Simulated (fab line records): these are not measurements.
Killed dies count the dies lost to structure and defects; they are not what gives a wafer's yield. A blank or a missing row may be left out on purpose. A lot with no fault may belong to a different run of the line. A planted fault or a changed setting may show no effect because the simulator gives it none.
fab line records	flow n5Finfet
[record] lots = 5	wafers = 15	lastDay = 17
route steps=1938 shown BEOL_M4@1093 BEOL_M5@1112
lots that met no fault: taken from a fault-free run of the same line
startH: start of the lot's first displayed wafer, in hours after the record's first day	waitH: hours elapsed since this lot's preceding step	" unchanged from the row above	L1.1+2: a single row standing in for several wafers	- no value, or no start given	* or withheld: withheld	< > ~ a bound
route shown NAME@n: names a module that has steps shown in the file, with the first one's number in the route	usual: mean/standard deviation of fault-free wafers	same: alike in all rows	chamber/n: place in a boat	sites: readings site by site	_std_site: how widely they spread, as a standard deviation	_edge_site: outer sites' mean less inner sites'	radiusMm: how far each site lies from the wafer's centre	mask NAME#n: copy n	behind: tool/chamber where the wafer was last shaped	hold: what put the lot on hold/how long, in hours/how the hold closed	device: whichever transistor did not switch (one of n, p or np)	end of line: at the end of the route, the tests of the same wafers	a step with no rows: only its recipe	killed: at the first sort, the dies lost to defects and structure; wafer yield is something else	map: a wafer's dies, x killed, . not, _ none there
set.NAME: the setting as run; set.NAME@STEP: as run at that earlier step	model.NAME: the simulator's own value behind a step, which no gauge read
a table for each step, a row for each wafer; lots at some steps of the route
services: the hour from which a tool's chamber was out of use, counted from the record's first day as startH (under 0 if before that day), plus the number of hours and why
[[steps]]
[step N5_BEOL_M4_ANNEAL_89]
[recipe] tempC = 400	timeS = 240	ambient = vacuum
[usual] heaterPowerW = 802/94	susceptor_temp_C_max = 401.0/0.35
lot.wafer	tool	chamber	startH	waitH	heaterPowerW	susceptor_temp_C_max
L082.1	pvdSputter-01	-	221.83	0.0	897	401.4
L082.3	"	-	"	"	724	400.7
L082.6	"	-	"	"	996	401.1
L086.3	pvdSputter-01	-	251.65	0.0	721	401.0
L086.5	"	-	"	"	734	400.9
L086.6	"	-	"	"	893	400.9
L092.2	pvdSputter-02	-	294.36	0.0	814	400.8
L092.3	"	-	"	"	686	401.1
L092.6	"	-	"	"	690	401.1
L095.1	pvdSputter-03	-	302.20	0.0	760	401.4
L095.5	"	-	"	"	727	401.4
L095.6	"	-	"	"	770	401.0
L096.2	pvdSputter-03	-	305.06	0.0	759	401.5
L096.3	"	-	"	"	769	400.9
L096.6	"	-	"	"	789	401.2
[step N5_BEOL_M4_SPUTTER_90]
[recipe] material = Cu	targetThkA = 45	tempC = -20	chamberPressurePa = 0.07	powerW = withheld	timeS = 8.29
[usual] throttleValvePct = 29.9/0.99
lot.wafer	tool	chamber	startH	waitH	throttleValvePct
L082.1	pvdSputter-01	-	221.97	0.1	30.4
L082.3	"	-	"	"	29.7
L082.6	"	-	"	"	29.8
L086.3	pvdSputter-01	-	251.79	0.1	29.5
L086.5	"	-	"	"	29.8
L086.6	"	-	"	"	30.7
L092.2	pvdSputter-02	-	294.50	0.1	30.4
L092.3	"	-	"	"	30.1
L092.6	"	-	"	"	29.8
L095.1	pvdSputter-03	-	302.34	0.1	29.5
L095.5	"	-	"	"	31.5
L095.6	"	-	"	"	30.4
L096.2	pvdSputter-03	-	305.20	0.1	29.8
L096.3	"	-	"	"	30.5
L096.6	"	-	"	"	30.4
[step N5_BEOL_M4_ANNEAL_91]
[recipe] tempC = 400	timeS = 240	ambient = vacuum
[usual] heaterPowerW = 802/94	susceptor_temp_C_max = 401.0/0.37
lot.wafer	tool	chamber	startH	waitH	heaterPowerW	susceptor_temp_C_max
L082.1	pvdSputter-01	-	222.05	0.0	884	401.3
L082.3	"	-	"	"	733	401.0
L082.6	"	-	"	"	1000	400.4
L086.3	pvdSputter-01	-	251.87	0.0	728	401.0
L086.5	"	-	"	"	718	400.6
L086.6	"	-	"	"	865	401.2
L092.2	pvdSputter-02	-	294.58	0.0	818	401.3
L092.3	"	-	"	"	682	400.9
L092.6	"	-	"	"	682	400.9
L095.1	pvdSputter-03	-	302.42	0.0	769	400.9
L095.5	"	-	"	"	752	401.3
L095.6	"	-	"	"	779	400.7
L096.2	pvdSputter-03	-	305.28	0.0	758	400.7
L096.3	"	-	"	"	792	401.5
L096.6	"	-	"	"	776	401.9
[step N5_BEOL_M4_SPUTTER_92]
[recipe] material = Cu	targetThkA = 45	tempC = -20	chamberPressurePa = 0.07	powerW = withheld	timeS = 8.29
[usual] throttleValvePct = 29.9/0.98
lot.wafer	tool	chamber	startH	waitH	throttleValvePct
L082.1	pvdSputter-01	-	222.19	0.1	30.7
L082.3	"	-	"	"	29.7
L082.6	"	-	"	"	30.6
L086.3	pvdSputter-01	-	252.01	0.1	29.8
L086.5	"	-	"	"	29.7
L086.6	"	-	"	"	30.3
L092.2	pvdSputter-02	-	294.72	0.1	30.2
L092.3	"	-	"	"	29.8
L092.6	"	-	"	"	30.1
L095.1	pvdSputter-03	-	302.56	0.1	29.8
L095.5	"	-	"	"	31.5
L095.6	"	-	"	"	30.7
L096.2	pvdSputter-03	-	305.42	0.1	29.7
L096.3	"	-	"	"	30.6
L096.6	"	-	"	"	30.5
[step N5_BEOL_M4_ANNEAL_93]
[recipe] tempC = 400	timeS = 240	ambient = vacuum
[usual] heaterPowerW = 803/95	susceptor_temp_C_max = 401.1/0.38
lot.wafer	tool	chamber	startH	waitH	heaterPowerW	susceptor_temp_C_max
L082.1	pvdSputter-01	-	222.27	0.0	879	401.5
L082.3	"	-	"	"	736	400.8
L082.6	"	-	"	"	994	400.5
L086.3	pvdSputter-01	-	252.09	0.0	728	400.7
L086.5	"	-	"	"	721	400.9
L086.6	"	-	"	"	897	401.2
L092.2	pvdSputter-02	-	294.80	0.0	837	401.3
L092.3	"	-	"	"	708	400.9
L092.6	"	-	"	"	680	401.0
L095.1	pvdSputter-03	-	302.64	0.0	758	400.7
L095.5	"	-	"	"	745	401.6
L095.6	"	-	"	"	788	401.1
L096.2	pvdSputter-03	-	305.50	0.0	747	401.4
L096.3	"	-	"	"	769	400.9
L096.6	"	-	"	"	780	401.3
[step N5_BEOL_M4_SPUTTER_94]
[recipe] material = Cu	targetThkA = 45	tempC = -20	chamberPressurePa = 0.07	powerW = withheld	timeS = 8.29
[usual] throttleValvePct = 29.8/1
lot.wafer	tool	chamber	startH	waitH	throttleValvePct
L082.1	pvdSputter-01	-	222.41	0.1	30.5
L082.3	"	-	"	"	29.9
L082.6	"	-	"	"	30.2
L086.3	pvdSputter-01	-	252.23	0.1	29.8
L086.5	"	-	"	"	29.6
L086.6	"	-	"	"	30.5
L092.2	pvdSputter-02	-	294.94	0.1	30.3
L092.3	"	-	"	"	29.6
L092.6	"	-	"	"	30.1
L095.1	pvdSputter-03	-	302.78	0.1	29.6
L095.5	"	-	"	"	31.6
L095.6	"	-	"	"	30.4
L096.2	pvdSputter-03	-	305.64	0.1	29.8
L096.3	"	-	"	"	30.4
L096.6	"	-	"	"	30.5
[step N5_BEOL_M4_ANNEAL_95]
[recipe] tempC = 400	timeS = 240	ambient = vacuum
[usual] heaterPowerW = 803/93	susceptor_temp_C_max = 401.1/0.35
lot.wafer	tool	chamber	startH	waitH	heaterPowerW	susceptor_temp_C_max
L082.1	pvdSputter-01	-	222.49	0.0	890	401.2
L082.3	"	-	"	"	737	401.3
L082.6	"	-	"	"	1016	401.0
L086.3	pvdSputter-01	-	252.31	0.0	741	400.6
L086.5	"	-	"	"	732	401.1
L086.6	"	-	"	"	891	401.3
L092.2	pvdSputter-02	-	295.02	0.0	837	401.3
L092.3	"	-	"	"	688	401.6
L092.6	"	-	"	"	695	401.5
L095.1	pvdSputter-03	-	302.86	0.0	765	400.8
L095.5	"	-	"	"	710	401.4
L095.6	"	-	"	"	763	400.8
L096.2	pvdSputter-03	-	305.72	0.0	741	400.8
L096.3	"	-	"	"	775	401.6
L096.6	"	-	"	"	780	401.1
[step N5_BEOL_M4_SPUTTER_96]
[recipe] material = Cu	targetThkA = 45	tempC = -20	chamberPressurePa = 0.07	powerW = withheld	timeS = 8.29
[usual] throttleValvePct = 29.9/1
lot.wafer	tool	chamber	startH	waitH	throttleValvePct
L082.1	pvdSputter-01	-	222.63	0.1	30.3
L082.3	"	-	"	"	29.7
L082.6	"	-	"	"	30.4
L086.3	pvdSputter-01	-	252.45	0.1	29.7
L086.5	"	-	"	"	29.6
L086.6	"	-	"	"	30.5
L092.2	pvdSputter-02	-	295.16	0.1	30.2
L092.3	"	-	"	"	29.7
L092.6	"	-	"	"	29.5
L095.1	pvdSputter-03	-	303.00	0.1	29.6
L095.5	"	-	"	"	31.4
L095.6	"	-	"	"	30.6
L096.2	pvdSputter-03	-	305.86	0.1	29.6
L096.3	"	-	"	"	30.5
L096.6	"	-	"	"	30.5
[step N5_BEOL_M4_ECD_50]
[recipe] material = Cu	targetThkA = 3000
lot.wafer	tool	chamber	startH	waitH
L082.1+3+6	ecdCu-02	0	222.75	0.1
L086.3+5+6	ecdCu-02	1,0,1	252.59	0.1
L092.2+3+6	ecdCu-02	0,1,0	295.27	0.1
L095.1+5+6	ecdCu-01	0,0,1	303.12	0.1
L096.2+3+6	ecdCu-01	0,0,1	305.98	0.1
[step N5_BEOL_M4_ANNEAL_51]
[recipe] tempC = 225	timeS = 90	ambient = N2
[usual] wafer_temp_C_max = 226.02/0.21
lot.wafer	tool	chamber	startH	waitH	wafer_temp_C_max
L082.1	rtpAnneal-01	0	222.83	0.1	226.14
L082.3	"	0	"	"	225.83
L082.6	"	0	"	"	225.94
L086.3	rtpAnneal-02	0	252.74	0.1	225.81
L086.5	"	0	"	"	225.85
L086.6	"	0	"	"	225.63
L092.2	rtpAnneal-01	0	295.40	0.1	226.26
L092.3	"	0	"	"	226.08
L092.6	"	0	"	"	226.45
L095.1	rtpAnneal-01	0	303.20	0.1	226.01
L095.5	"	0	"	"	226.02
L095.6	"	0	"	"	226.32
L096.2	rtpAnneal-02	0	306.10	0.1	225.74
L096.3	"	0	"	"	225.97
L096.6	"	0	"	"	226.33
[step N5_BEOL_M4_CMP_52]
[recipe] stopOn = SiOC	tOverpolishS = 6.8	downForcePsi = 1	platenRpm = 50	clearingPlatenDownForcePsi = 1.5	clearingPlatenRpm = 50	postCmpClean = cuAlkaline	targetThkNm = 40	clearingPlatenPadVelocityMS = 0.99484	padVelocityMS = 0.99484
[usual] barrierFieldEndpointS = 24.7/0.64	motorCurrentA = 6.3/0.65	overpolishRunS = 6.801/0.0091	timeToEndpointS = 62/3.3
lot.wafer	tool	chamber	startH	waitH	barrierFieldEndpointS	motorCurrentA	overpolishRunS	timeToEndpointS
L082.3	cmp-04	3	223.18	0.2	26.7	7.0	6.794	67
L082.1	"	0	"	"	25.6	6.1	6.795	61
L082.6	"	2	"	"	24.8	5.2	6.804	59
L086.3	cmp-03	1	252.95	0.2	24.7	6.9	6.799	66
L086.6	"	1	"	"	25.1	6.9	6.798	65
L086.5	"	2	"	"	25.4	6.1	6.796	66
L092.3	cmp-04	1	295.69	0.2	24.8	5.7	6.808	62
L092.2	"	2	"	"	25.2	5.1	6.815	61
L092.6	"	1	"	"	25.1	6.2	6.804	65
L095.1	cmp-01	2	303.61	0.4	24.4	6.1	6.805	61
L095.6	"	3	"	"	24.9	6.6	6.787	62
L095.5	"	0	"	"	25.5	6.0	6.792	64
L096.2	cmp-01	0	306.39	0.2	23.7	6.4	6.791	59
L096.3	"	1	"	"	23.6	5.1	6.807	59
L096.6	"	0	"	"	24.2	6.1	6.816	57
[step N5_BEOL_M4_THK_MEAS_53]
[recipe] thkMeasGauge = xrf	reads = Cu_of_BEOL_M4_ECD_50
[usual] M4_THK = 40.7/1.5
lot.wafer	tool	chamber	startH	waitH	M4_THK[nm]
L082.1	filmMetro-01	-	223.43	-	39.5
L082.3	"	-	"	"	40.7
L082.6	"	-	"	"	38.3
L086.3	filmMetro-01	-	253.24	-	40.1
L086.5	"	-	"	"	39.9
L086.6	"	-	"	"	39.5
L092.2	filmMetro-01	-	295.94	-	41.5
L092.3	"	-	"	"	42.1
L092.6	"	-	"	"	41.5
L095.1	filmMetro-01	-	303.79	-	39.9
L095.5	"	-	"	"	41.8
L095.6	"	-	"	"	39.8
L096.2	filmMetro-01	-	306.94	-	42.1
L096.3	"	-	"	"	39.6
L096.6	"	-	"	"	40.3
[step N5_BEOL_M4_PRE_CLEAN_60]
[recipe] gas = NH3/H2	timeS = 15	tempC = *	rfPowerW = 300
[usual] heaterPowerW = 70/20
lot.wafer	tool	chamber	startH	waitH	heaterPowerW	sinceWetCleanH
L082.1	cvdCo-01	0	223.47	0.0	52	765
L082.3	"	1	"	"	84	1202
L082.6	"	0	"	"	52	-
L086.3	cvdCo-02	1	253.28	0.0	42	117
L086.5	"	1	"	"	42	-
L086.6	"	2	"	"	66	-
L092.2	cvdCo-01	2	295.98	0.0	81	378
L092.3	"	1	"	"	83	1275
L092.6	"	0	"	"	54	-
L095.1	cvdCo-01	0	303.83	0.0	53	845
L095.5	"	2	"	"	80	-
L095.6	"	0	"	"	54	-
L096.2	cvdCo-02	0	306.97	0.0	98	1067
L096.3	"	2	"	"	68	608
L096.6	"	0	"	"	98	-
[step N5_BEOL_M4_CO_CAP_55]
[recipe] material = Co	targetThkA = 20	tempC = 200	precursor = CCTBA/H2	pressureTorr = 30	timeS = 102.1
[usual] heaterPowerW = 218/26
lot.wafer	tool	chamber	startH	waitH	heaterPowerW	sinceWetCleanH
L082.1	cvdCo-01	0	223.51	0.0	195	765
L082.3	"	1	"	"	235	1202
L082.6	"	0	"	"	193	-
L086.3	cvdCo-02	1	253.32	0.0	183	117
L086.5	"	1	"	"	179	-
L086.6	"	2	"	"	208	-
L092.2	cvdCo-01	2	296.02	0.0	237	378
L092.3	"	1	"	"	235	1275
L092.6	"	0	"	"	198	-
L095.1	cvdCo-01	0	303.87	0.0	194	845
L095.5	"	2	"	"	229	-
L095.6	"	0	"	"	198	-
L096.2	cvdCo-02	0	307.01	0.0	260	1067
L096.3	"	2	"	"	211	608
L096.6	"	0	"	"	256	-
[step N5_BEOL_M4_PRE_CLEAN_56]
[recipe] gas = NH3	timeS = 15	tempC = withheld	rfPowerW = 300
lot.wafer	tool	chamber	startH	waitH	sinceWetCleanH
L082.1	pecvd-01	1	223.60	0.1	2015
L082.3	"	2	"	"	536
L082.6	"	1	"	"	-
L086.3	pecvd-01	2	253.42	0.1	-
L086.5	"	0	"	"	-
L086.6	"	2	"	"	-
L092.2	pecvd-03	1	296.11	0.1	1906
L092.3	"	2	"	"	409
L092.6	"	2	"	"	-
L095.1	pecvd-03	1	303.96	0.1	1914
L095.5	"	0	"	"	-
L095.6	"	1	"	"	-
L096.2	pecvd-02	0	307.11	0.1	1011
L096.3	"	2	"	"	257
L096.6	"	0	"	"	-
[step N5_BEOL_M4_DEP_57]
[recipe] material = SiCN	targetThkA = 80	tempC = withheld	precursor = 3MS/NH3	pressureTorr = 3	rfW = 202	timeS = 14
[usual] showerheadPlenumPTorr = 3.663/0.014	throttleValvePct = 9.4/0.8
lot.wafer	tool	chamber	startH	waitH	showerheadPlenumPTorr	sinceWetCleanH	throttleValvePct
L082.1	pecvd-01	1	223.63	0.0	3.672	2015	9.0
L082.3	"	2	"	"	3.634	536	9.1
L082.6	"	1	"	"	3.668	-	9.5
L086.3	pecvd-01	2	253.46	0.0	3.649	-	9.1
L086.5	"	0	"	"	3.666	-	10.9
L086.6	"	2	"	"	3.645	-	9.5
L092.2	pecvd-03	1	296.14	0.0	3.656	1906	9.4
L092.3	"	2	"	"	3.663	409	8.2
L092.6	"	2	"	"	3.682	-	8.4
L095.1	pecvd-03	1	303.98	0.0	3.651	1914	9.8
L095.5	"	0	"	"	3.664	-	9.4
L095.6	"	1	"	"	3.668	-	9.6
L096.2	pecvd-02	0	307.13	0.0	3.688	1011	9.1
L096.3	"	2	"	"	3.663	257	8.7
L096.6	"	0	"	"	3.695	-	9.4
[step N5_BEOL_M4_RS_MEAS_58]
[recipe] thkMeasGauge = four-point-probe	reads = Co_of_BEOL_M4_CO_CAP_55+Cu_of_BEOL_M4_ECD_50+Co_of_BEOL_M4_CVD_47+TaN_of_BEOL_M4_ALD_84
[usual] M4_RS = 0.67/0.032
lot.wafer	tool	chamber	startH	waitH	M4_RS[ohm/sq]
L082.1	filmMetro-01	-	223.69	0.0	0.69
L082.3	"	-	"	"	0.66
L082.6	"	-	"	"	0.72
L086.3	filmMetro-01	-	253.53	0.1	0.69
L086.5	"	-	"	"	0.69
L086.6	"	-	"	"	0.70
L092.2	filmMetro-01	-	296.21	0.1	0.65
L092.3	"	-	"	"	0.63
L092.6	"	-	"	"	0.65
L095.1	filmMetro-01	-	304.05	0.0	0.68
L095.5	"	-	"	"	0.64
L095.6	"	-	"	"	0.68
L096.2	filmMetro-01	-	307.20	0.1	0.64
L096.3	"	-	"	"	0.69
L096.6	"	-	"	"	0.67
[step N5_BEOL_M4_INSPECT_59]
[recipe] inspectInstrument = darkfield	mode = postDep
[usual] rawDefectCount = 74/26
lot.wafer	tool	chamber	startH	waitH	rawDefectCount
L082.1	defectInspect-02	-	223.72	0.0	115
L082.3	"	-	"	"	71
L082.6	"	-	"	"	75
L086.3	defectInspect-01	-	253.56	0.0	56
L086.5	"	-	"	"	83
L086.6	"	-	"	"	61
L092.2	defectInspect-02	-	296.23	0.0	58
L092.3	"	-	"	"	36
L092.6	"	-	"	"	61
L095.1	defectInspect-02	-	304.08	0.0	46
L095.5	"	-	"	"	51
L095.6	"	-	"	"	40
L096.2	defectInspect-02	-	307.22	0.0	69
L096.3	"	-	"	"	40
L096.6	"	-	"	"	59
[step N5_BEOL_M4_RC_MEAS_101]
[usual] DIBL_N = 35.3/1.5	DIBL_P = 35.3/1.9	IOFF_N = 0.145/0.027	IOFF_P = 0.20/0.033	ION_N = 670/12	ION_P = 462/6.8	SS_N = 71.3/0.6	SS_P = 73.1/0.7	VT_N = 251/3.4	VT_P = -251/3.2
lot.wafer	tool	chamber	startH	waitH	DIBL_N[mV/V]	DIBL_P[mV/V]	IOFF_N[nA/um]	IOFF_P[nA/um]	ION_N[uA/um]	ION_P[uA/um]	SS_N[mV/dec]	SS_P[mV/dec]	VT_N[mV]	VT_P[mV]
L082.1	prober-01	0	223.75	0.0	35.1	33.6	0.121	0.18	658	459	71.3	73.9	255	-250
L082.3	"	0	"	"	31.0	29.5	0.074	0.13	652	464	69.1	72.0	261	-254
L082.6	"	0	"	"	34.4	33.2	0.104	0.17	651	460	70.9	72.6	257	-252
L086.3	prober-02	0	253.89	0.3	36.6	37.9	0.172	0.23	681	468	71.2	73.4	246	-249
L086.5	"	0	"	"	35.7	36.8	0.152	0.22	677	465	71.5	74.2	250	-251
L086.6	"	0	"	"	37.6	39.0	0.208	0.26	694	466	71.4	73.8	244	-245
L092.2	prober-02	0	296.41	0.2	34.7	35.5	0.141	0.20	684	465	71.5	73.5	253	-250
L092.3	"	0	"	"	36.9	38.2	0.172	0.25	688	473	71.8	74.2	250	-248
L092.6	"	0	"	"	34.4	35.3	0.136	0.20	674	465	71.1	74.1	249	-253
L095.1	prober-01	0	304.10	0.0	37.3	36.5	0.174	0.20	675	459	71.5	73.8	250	-251
L095.5	"	0	"	"	36.3	35.7	0.157	0.19	663	455	71.8	73.6	253	-254
L095.6	"	0	"	"	37.2	37.5	0.177	0.22	680	466	71.8	73.8	246	-251
L096.2	prober-02	0	307.40	0.2	37.0	36.3	0.146	0.22	663	460	71.1	73.0	252	-250
L096.3	"	0	"	"	37.2	35.3	0.148	0.19	651	447	72.2	73.0	252	-253
L096.6	"	0	"	"	35.5	34.1	0.121	0.17	664	454	70.7	72.6	254	-250
[step N5_BEOL_M5_ILD_DEP_00]
[recipe] material = SiCOH_lowk	targetThkA = 1406.4	tempC = 300	precursor = DEMS/porogen	pressureTorr = 5	rfW = 500	timeS = 25.9
[usual] heaterPowerW = 298/34	showerheadPlenumPTorr = 5.740/0.015	throttleValvePct = 13.9/0.9
lot.wafer	tool	chamber	startH	waitH	heaterPowerW	showerheadPlenumPTorr	sinceWetCleanH	throttleValvePct
L082.1	pecvd-02	2	224.71	0.8	243	5.742	175	13.2
L082.3	"	0	"	"	361	5.776	-	13.8
L082.6	"	0	"	"	348	5.758	-	14.1
L086.3	pecvd-04	2	254.54	0.5	267	5.759	23	13.1
L086.5	"	0	"	"	321	5.728	-	15.2
L086.6	"	1	"	"	343	5.722	-	13.9
L092.2	pecvd-03	2	297.22	0.7	269	5.733	410	12.4
L092.3	"	0	"	"	344	5.733	1182	14.7
L092.6	"	2	"	"	277	5.740	-	12.4
L095.1	pecvd-02	0	305.06	0.8	342	5.758	1009	14.2
L095.5	"	1	"	"	308	5.723	-	13.7
L095.6	"	0	"	"	334	5.772	-	14.2
L096.2	pecvd-02	1	308.22	0.7	324	5.707	1737	13.8
L096.3	"	0	"	"	352	5.762	1012	13.9
L096.6	"	2	"	"	269	5.733	-	13.3
[step N5_BEOL_M5_CURE_79]
[recipe] tempC = 385	timeS = 240	ambient = He/Ar	material = SiCOH_lowk
[usual] lampPowerPct = 52.31/0.054	wafer_temp_C_max = 386.7/0.47
lot.wafer	tool	chamber	startH	waitH	lampPowerPct	wafer_temp_C_max
L082.1	uvCure-03	2	224.79	0.1	52.30	387.1
L082.3	"	2	"	"	52.25	387.6
L082.6	"	2	"	"	52.35	386.7
L086.3	uvCure-02	1	254.76	0.2	52.33	386.5
L086.5	"	1	"	"	52.20	386.4
L086.6	"	1	"	"	52.27	386.7
L092.2	uvCure-01	0	297.36	0.1	52.30	387.1
L092.3	"	0	"	"	52.27	387.4
L092.6	"	0	"	"	52.43	386.3
L095.1	uvCure-03	0	305.12	0.0	52.33	387.5
L095.5	"	0	"	"	52.32	387.0
L095.6	"	0	"	"	52.35	387.2
L096.2	uvCure-02	1	308.55	0.3	52.32	386.9
L096.3	"	1	"	"	52.29	386.9
L096.6	"	1	"	"	52.37	386.4
[step N5_BEOL_M5_THK_MEAS_01]
[recipe] reads = SiCOH_lowk_of_BEOL_M5_ILD_DEP_00
[usual] M5_ILD_THK = 121.4/1.7
lot.wafer	tool	chamber	startH	waitH	M5_ILD_THK[nm]
L082.1	filmMetro-02	-	225.30	0.4	119.1
L082.3	"	-	"	"	124.2
L082.6	"	-	"	"	124.0
L086.3	filmMetro-02	-	255.12	0.3	118.1
L086.5	"	-	"	"	121.0
L086.6	"	-	"	"	121.7
L092.2	filmMetro-01	-	297.79	0.4	120.2
L092.3	"	-	"	"	119.2
L092.6	"	-	"	"	121.8
L095.1	filmMetro-01	-	305.64	0.4	121.4
L095.5	"	-	"	"	119.8
L095.6	"	-	"	"	121.9
L096.2	filmMetro-01	-	308.99	0.4	120.2
L096.3	"	-	"	"	119.2
L096.6	"	-	"	"	121.5
[step N5_BEOL_M5_PECVD_70]
[recipe] material = SiO2	targetThkA = 160	tempC = 400	precursor = TEOS/O2	pressureTorr = 5.5	rfW = 450	teosFlowSccm = 53.8	gas = O2	flowSccm = 3000	timeS = 18
[usual] heaterPowerW = 705/64	showerheadPlenumPTorr = 8.78/0.06	throttleValvePct = 22.5/1.2
lot.wafer	tool	chamber	startH	waitH	heaterPowerW	showerheadPlenumPTorr	sinceWetCleanH	throttleValvePct
L082.1	pecvd-04	0	225.34	0.0	692	8.77	748	24.0
L082.3	"	1	"	"	739	8.73	-	22.7
L082.6	"	0	"	"	729	8.78	-	24.2
L086.3	pecvd-04	2	255.15	0.0	606	8.85	23	21.3
L086.5	"	2	"	"	610	8.85	-	21.4
L086.6	"	0	"	"	771	8.76	-	23.7
L092.2	pecvd-03	0	297.83	0.0	779	8.73	1183	23.7
L092.3	"	2	"	"	702	8.83	411	20.4
L092.6	"	1	"	"	622	8.79	-	24.3
L095.1	pecvd-03	2	305.67	0.0	749	8.81	419	20.4
L095.5	"	0	"	"	773	8.78	-	23.4
L095.6	"	2	"	"	772	8.79	-	20.2
L096.2	pecvd-04	2	309.02	0.0	720	8.83	77	21.7
L096.3	"	0	"	"	713	8.75	832	24.2
L096.6	"	0	"	"	729	8.78	-	24.2
[[services]]
tool	chamber	startH	hours	kind
ecdCu-01	-	198.30	5.6	pm
uvCure-03	-	202.53	7.5	pm
pecvd-02	1	205.32	29.0	repair
cmp-01	-	211.09	4.0	pm
ecdCu-02	-	217.27	0.6	repair
cmp-04	-	225.29	3.4	repair
cmp-01	-	226.01	2.9	repair
cmp-04	-	234.57	4.0	pm
pecvd-01	1	235.83	46.6	repair
cvdCo-01	-	238.04	2.7	repair
rtpAnneal-02	-	238.78	2.8	pm
pecvd-02	-	241.27	0.6	repair
cvdCo-02	-	263.99	6.9	pm
pecvd-01	-	271.40	0.5	repair
cvdCo-02	1	271.56	2.1	repair
pecvd-01	2	273.42	4.2	repair
pecvd-04	1	273.54	5.3	repair
pvdSputter-02	-	281.96	0.5	repair
cmp-01	-	290.34	0.3	repair
cmp-01	-	292.85	6.4	repair
cvdCo-01	1	296.73	4.2	repair
ecdCu-01	-	298.37	0.9	repair
uvCure-02	-	299.06	0.4	repair
ecdCu-02	-	302.70	0.9	repair
[[key]]
fault none
